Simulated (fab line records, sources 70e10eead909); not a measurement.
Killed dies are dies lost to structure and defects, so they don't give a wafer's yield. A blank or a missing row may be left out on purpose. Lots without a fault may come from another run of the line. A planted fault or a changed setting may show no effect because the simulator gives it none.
fab line records | flow nand_harc | part 2 of 2: steps 28 to 37 of 37
record lots=5 wafers=15 last_day=24
route steps=1159 shown A_CHANNEL_FILL_D1@509 A_STAIRCASE@519
lots that met no fault: from a run of the same line without faults
start_h: hours from the record's first day to the start of the lot's first wafer shown | wait_h: hours since the lot's step before | " the same as in the row above | L1.1+2: a row that stands for several wafers | - no value, or no start given | * or withheld: withheld | < > ~ a bound
route shown NAME@n: a module of which the file shows steps, and the number in the route of the first | usual: mean/standard deviation of fault-free wafers | same: alike in all rows | chamber/n: place in a boat | sites: the reading at each site | _std_site: their standard deviation | _edge_site: outer sites' mean less inner sites' | radius_mm: how far each site lies from the wafer's centre | mask NAME#n: copy n | behind: the tool/chamber that last shaped the wafer | hold: why the lot was held/for how many hours/how that ended | device: the transistor (n, p or np) that didn't switch | end of line: the same wafers' tests at the end of the route | a step without rows: its recipe alone | killed: dies lost to structure and defects at the first sort, not the wafer's yield | map: a wafer's dies, x killed, . not, _ none there
set.NAME: the setting as run; set.NAME@STEP: as run at that earlier step | model.NAME: the simulator's own value behind a step, which no gauge read
lots at some steps of the route; a table a step, a row a wafer
services: from which hour (start_h, from the record's first day; less than 0 if before it) a tool's chamber was out of use, for how many hours, and why
## steps
# step NHARC_A_STAIRCASE_COAT_03
# recipe spin_rpm=1200
# columns lot.wafer tool chamber start_h wait_h
L077.3+4+5 litho_track-05 0 - -
L076.1+3+5 litho_track-07 0 - -
L078.1+2+5 litho_track-05 0 - -
L082.3+5+6 litho_track-05 0 - -
L097.2+3+5 litho_track-02 0 - -
# step NHARC_A_STAIRCASE_SOFTBAKE_04
# recipe temp_c=135 time_s=170
# columns lot.wafer tool chamber start_h wait_h
L077.3+4+5 litho_track-05 0 - -
L076.1+3+5 litho_track-07 0 - -
L078.1+2+5 litho_track-05 0 - -
L082.3+5+6 litho_track-05 0 - -
L097.2+3+5 litho_track-02 0 - -
# step NHARC_A_STAIRCASE_EBR_05
# columns lot.wafer tool chamber start_h wait_h
L077.3+4+5 litho_track-05 0 - -
L076.1+3+5 litho_track-07 0 - -
L078.1+2+5 litho_track-05 0 - -
L082.3+5+6 litho_track-05 0 - -
L097.2+3+5 litho_track-02 0 - -
# step NHARC_A_STAIRCASE_EXPOSE_06
# recipe na=0.5 dose_mj=25.43 mask_id=STAIR
# usual exposure_dose_mJ_cm2=25.427/0.023 stage_vel_mm_s=499.99/0.27
# columns lot.wafer tool chamber start_h wait_h mask exposure_dose_mJ_cm2 stage_vel_mm_s
L077.3 krf_scanner-01 0 244.90 - STAIR#0 25.472 500.04
L077.4 " 0 " " STAIR#0 25.460 499.85
L077.5 " 0 " " STAIR#0 25.411 500.04
L076.1 krf_scanner-03 0 248.27 - STAIR#0 25.437 500.13
L076.3 " 0 " " STAIR#0 25.456 499.99
L076.5 " 0 " " STAIR#0 25.459 500.10
L078.1 krf_scanner-04 0 258.48 - STAIR#0 25.446 499.77
L078.2 " 0 " " STAIR#0 25.454 499.56
L078.5 " 0 " " STAIR#0 25.427 499.62
L082.3 krf_scanner-04 0 282.47 - STAIR#0 25.447 500.05
L082.5 " 0 " " STAIR#0 25.437 500.21
L082.6 " 0 " " STAIR#0 25.443 499.87
L097.2 krf_scanner-04 0 362.50 - STAIR#0 25.382 500.07
L097.3 " 0 " " STAIR#0 25.418 500.03
L097.5 " 0 " " STAIR#0 25.432 500.18
# step NHARC_A_STAIRCASE_PEB_07
# recipe peb_temp_c=115 peb_time_s=130
# columns lot.wafer tool chamber start_h wait_h
L077.3+4+5 litho_track-07 0 244.96 0.1
L076.1+3+5 litho_track-07 0 248.35 0.1
L078.1+2+5 litho_track-07 0 258.54 0.1
L082.3+5+6 litho_track-02 0 282.52 0.1
L097.2+3+5 litho_track-05 0 362.56 0.1
# step NHARC_A_STAIRCASE_DEVELOP_08
# recipe time_s=140
# columns lot.wafer tool chamber start_h wait_h
L077.3+4+5 litho_track-07 0 - -
L076.1+3+5 litho_track-07 0 - -
L078.1+2+5 litho_track-07 0 - -
L082.3+5+6 litho_track-02 0 - -
L097.2+3+5 litho_track-05 0 - -
# step NHARC_A_STAIRCASE_HARDBAKE_10
# recipe temp_c=120 time_s=140
# columns lot.wafer tool chamber start_h wait_h
L077.3+4+5 litho_track-05 0 245.19 -
L076.1+3+5 litho_track-07 0 248.57 -
L078.1+2+5 litho_track-05 0 258.76 -
L082.3+5+6 litho_track-02 0 282.76 -
L097.2+3+5 litho_track-02 0 362.79 -
# step NHARC_A_STAIRCASE_DESCUM_11
# recipe time_s=3 o2_flow_sccm=200 ar_flow_sccm=0 bias_power_w=0 chemistry=O2
# usual drypump_motor_current_A=5.5/0.45 mfc_ar_sccm=0.014/0.013 oes_product_au=1.005/0.0098 rf_vpp_V=57.7/0.82 showerhead_plenum_p_Torr=1.88/0.073 throttle_valve_pct=11.310/0.0091
# columns lot.wafer tool chamber start_h wait_h drypump_motor_current_A mfc_ar_sccm oes_product_au rf_hours_counter_h rf_vpp_V showerhead_plenum_p_Torr throttle_valve_pct
L077.3 rie_diel-01 1 245.29 - 4.7 0.009 1.002 32 57.3 1.78 11.317
L077.5 " 2 " " 6.2 0 0.991 - 58.2 1.86 11.307
L077.4 " 1 " " 4.7 0.009 0.987 - 56.5 1.78 11.314
L076.3 rie_diel-01 2 248.67 - 6.2 0 1.016 42 58.5 1.86 11.322
L076.1 " 3 " " 5.4 0.023 0.993 38 58.9 1.94 11.320
L076.5 " 1 " " 4.8 0.009 1.004 - 57.8 1.78 11.306
L078.1 rie_diel-02 1 258.87 - 5.5 0 1.017 34 57.8 1.95 11.310
L078.2 " 2 " " 5.2 0.010 1.006 36 57.3 1.77 11.317
L078.5 " 0 " " 5.9 0.029 1.003 - 58.4 1.89 11.312
L082.3 rie_diel-01 2 282.84 - 6.2 0 1.004 57 57.9 1.86 11.300
L082.5 " 2 " " 6.2 0 1.012 - 57.7 1.85 11.287
L082.6 " 3 " " 5.3 0.023 0.992 - 57.2 1.94 11.310
L097.2 rie_diel-01 0 362.87 - 5.9 0 1.002 12 56.6 1.78 11.309
L097.3 " 2 " " 6.2 0 1.017 14 58.1 1.85 11.306
L097.5 " 0 " " 5.9 0 0.999 - 57.5 1.78 11.311
# step NHARC_A_STAIRCASE_TRIM_12
# recipe time_s=211.2 o2_flow_sccm=500 ar_flow_sccm=0 bias_w=0 chemistry=O2
# usual drypump_motor_current_A=5.5/0.44 mfc_ar_sccm=0.014/0.013 oes_product_au=1.004/0.0093 rf_vpp_V=57.7/0.82 showerhead_plenum_p_Torr=3.47/0.13 throttle_valve_pct=17.036/0.0091
# columns lot.wafer tool chamber start_h wait_h drypump_motor_current_A mfc_ar_sccm oes_product_au rf_hours_counter_h rf_vpp_V showerhead_plenum_p_Torr throttle_valve_pct
L077.3 rie_diel-01 2 245.55 0.3 6.2 0 1.015 41 57.8 3.44 17.035
L077.5 " 1 " " 4.8 0.009 1.008 - 57.5 3.30 17.033
L077.4 " 2 " " 6.3 0 1.012 - 57.5 3.44 17.029
L076.1 rie_diel-01 2 248.77 0.1 6.2 0 1.001 42 56.7 3.44 17.040
L076.3 " 1 " " 4.8 0.009 0.996 34 55.6 3.30 17.042
L076.5 " 3 " " 5.3 0.023 0.992 - 58.9 3.58 17.039
L078.2 rie_diel-02 1 258.94 0.1 5.5 0 1.020 34 58.4 3.59 17.033
L078.1 " 2 " " 5.2 0.010 1.010 36 57.3 3.29 17.043
L078.5 " 2 " " 5.2 0.010 1.015 - 57.4 3.29 17.046
L082.3 rie_diel-01 3 282.96 0.1 5.4 0.023 0.995 52 58.6 3.57 17.035
L082.6 " 1 " " 4.8 0.009 1.000 - 56.8 3.29 17.045
L082.5 " 2 " " 6.2 0 1.004 - 58.1 3.43 17.042
L097.3 rie_diel-01 0 362.96 0.1 5.9 0 0.998 12 59.4 3.29 17.023
L097.2 " 2 " " 6.2 0 1.015 14 58.8 3.41 17.018
L097.5 " 0 " " 5.9 0 0.995 - 58.2 3.29 17.040
# step NHARC_A_STAIRCASE_ETCH_13
# recipe target_depth_a=1000 time_s=40.5 ion_energy_ev=400 c4f8_flow_sccm=20 o2_flow_sccm=10 ar_flow_sccm=withheld rf_w=600 bias_w=1000 chemistry=C4F8/O2
# usual oes_product_au=0.943/0.016 rf_vpp_V=894/4.4
# columns lot.wafer tool chamber start_h wait_h oes_product_au rf_hours_counter_h rf_vpp_V
L077.3 rie_diel-01 3 - - 0.928 36 900
L077.4 " 1 " " 0.920 - 886
L077.5 " 2 " " 0.932 - 892
L076.3 rie_diel-01 2 - - 0.936 42 892
L076.1 " 3 " " 0.930 38 899
L076.5 " 2 " " 0.943 - 892
L078.1 rie_diel-02 0 - - 0.918 33 895
L078.2 " 2 " " 0.925 36 888
L078.5 " 0 " " 0.920 - 894
L082.3 rie_diel-01 1 - - 0.961 50 888
L082.5 " 3 " " 0.941 - 898
L082.6 " 0 " " 0.970 - 888
L097.3 rie_diel-01 0 - - 0.929 12 887
L097.2 " 2 " " 0.961 14 892
L097.5 " 0 " " 0.938 - 888
## services
# columns tool chamber start_h hours kind
wet_bench-01 - 213.60 8.0 pm
krf_scanner-03 - 215.68 0.5 repair
rie_diel-09 1 216.04 13.2 repair
rie_diel-01 3 223.43 9.2 repair
wet_bench-05 - 227.55 6.6 repair
rie_diel-02 3 229.59 5.3 repair
rie_diel-01 0 236.14 16.6 repair
litho_track-05 - 237.00 7.0 pm
rie_diel-09 1 240.65 5.4 repair
wet_bench-04 - 245.51 4.0 repair
rie_diel-09 - 254.10 9.0 pm
krf_scanner-01 - 256.00 4.0 pm
krf_scanner-04 - 267.48 0.2 repair
krf_scanner-04 - 271.31 4.6 repair
wet_bench-07 - 272.00 8.0 pm
krf_scanner-03 - 284.93 3.4 repair
rie_diel-04 - 288.94 9.0 pm
krf_scanner-04 - 298.00 4.0 pm
lpcvd_poly-04 - 314.98 26.0 pm
rie_diel-02 - 328.71 9.0 pm
rie_diel-09 0 337.46 6.1 repair
wet_bench-04 - 339.20 8.0 pm
litho_track-02 - 340.00 7.0 pm
rie_diel-02 3 355.31 12.3 repair
